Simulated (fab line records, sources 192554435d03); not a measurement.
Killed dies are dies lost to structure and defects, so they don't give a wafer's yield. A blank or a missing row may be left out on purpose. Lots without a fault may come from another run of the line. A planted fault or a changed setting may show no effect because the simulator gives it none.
A struck lot beside a sound one | flow n5_finfet | 16 steps out of a route of 1938
Sound: wafers L518.1, L518.3, L518.5. Struck: wafers L528.4, L528.5, L528.6. The cause comes at the end.
At each step with rows: each side's tool, then ch and its chambers, then its first start. Under that, the readings that differ: sound wafers | struck wafers | difference of the means | sigmas: that difference in standard deviations of wafers without a fault.
alike: readings whose means differ by less than 2 such deviations, and words and numbers that are the same on both sides. not compared: withheld readings, readings that some wafer has no value for, bounds like >300 that may hide the same value, and numbers for which the record gives no deviation and whose values overlap.
The two part at a step that has a row with sigmas, a row that says differs or no value, or rows on one side only. Numbers that don't overlap but have no deviation are shown without sigmas and don't part them. A reading that every wafer of one side lacks parts them only if that side has two wafers or more.

first, 1 step without rows for these wafers: N5_BEOL_M2_CVD_47 (deposits Co from CCTBA/H2, target thk 3 nm, time 223.8 s).
N5_BEOL_M2_SPUTTER_48: material Cu, target thk 4.5 nm, time 8.29 s.
  sound on pvd_sputter-01, day 8 04:16; struck on pvd_sputter-02, day 10 10:46
  alike: throttle_valve_pct
then, 2 steps without rows for these wafers: N5_BEOL_M2_ANNEAL_49 (time 240 s); N5_BEOL_M2_SPUTTER_79 (material Cu, target thk 4.5 nm, time 8.29 s).
N5_BEOL_M2_ANNEAL_80: time 240 s.
  sound on pvd_sputter-01, day 8 04:34; struck on pvd_sputter-02, day 10 11:04
  alike: heater_power_w, susceptor_temp_C
N5_BEOL_M2_SPUTTER_81: material Cu, target thk 4.5 nm, time 8.29 s.
  sound on pvd_sputter-01, day 8 04:42; struck on pvd_sputter-02, day 10 11:13
  alike: throttle_valve_pct
then, 5 steps without rows for these wafers: N5_BEOL_M2_ANNEAL_82 (time 240 s); N5_BEOL_M2_SPUTTER_86 (material Cu, target thk 4.5 nm, time 8.29 s); N5_BEOL_M2_ANNEAL_87 (time 240 s); N5_BEOL_M2_SPUTTER_88 (material Cu, target thk 4.5 nm, time 8.29 s); N5_BEOL_M2_ANNEAL_89 (time 240 s).
N5_BEOL_M2_SPUTTER_90: material Cu, target thk 4.5 nm, time 8.29 s.
  sound on pvd_sputter-01, day 8 05:22; struck on pvd_sputter-02, day 10 11:52
  alike: throttle_valve_pct
N5_BEOL_M2_ANNEAL_91: time 240 s.
  sound on pvd_sputter-01, day 8 05:26; struck on pvd_sputter-02, day 10 11:57
  no value came back on the struck wafers for heater_power_w (W), susceptor_temp_C (C); on the sound wafers heater_power_w (W) reads 758 792 747
N5_BEOL_M2_SPUTTER_92: material Cu, target thk 4.5 nm, time 8.29 s.
  sound on pvd_sputter-01, day 8 05:35; struck on pvd_sputter-02, day 10 12:05
  alike: throttle_valve_pct
N5_BEOL_M4_RC_MEAS_101:
  sound on prober-02 ch 0, day 9 10:13; struck on prober-02 ch 0, day 11 22:06
  alike: DIBL_N, DIBL_P, IOFF_N, IOFF_P, ION_N, ION_P, SS_N, SS_P, VT_N, VT_P
then, 1 step without rows for these wafers: N5_PASSIVATION_PROBE_49.

WHERE THEY PART
Only at N5_BEOL_M2_ANNEAL_91, within this record. Later steps at which nothing parts them and some readings are alike: N5_BEOL_M2_SPUTTER_92, N5_BEOL_M4_RC_MEAS_101.

WHY: what the simulator had put in
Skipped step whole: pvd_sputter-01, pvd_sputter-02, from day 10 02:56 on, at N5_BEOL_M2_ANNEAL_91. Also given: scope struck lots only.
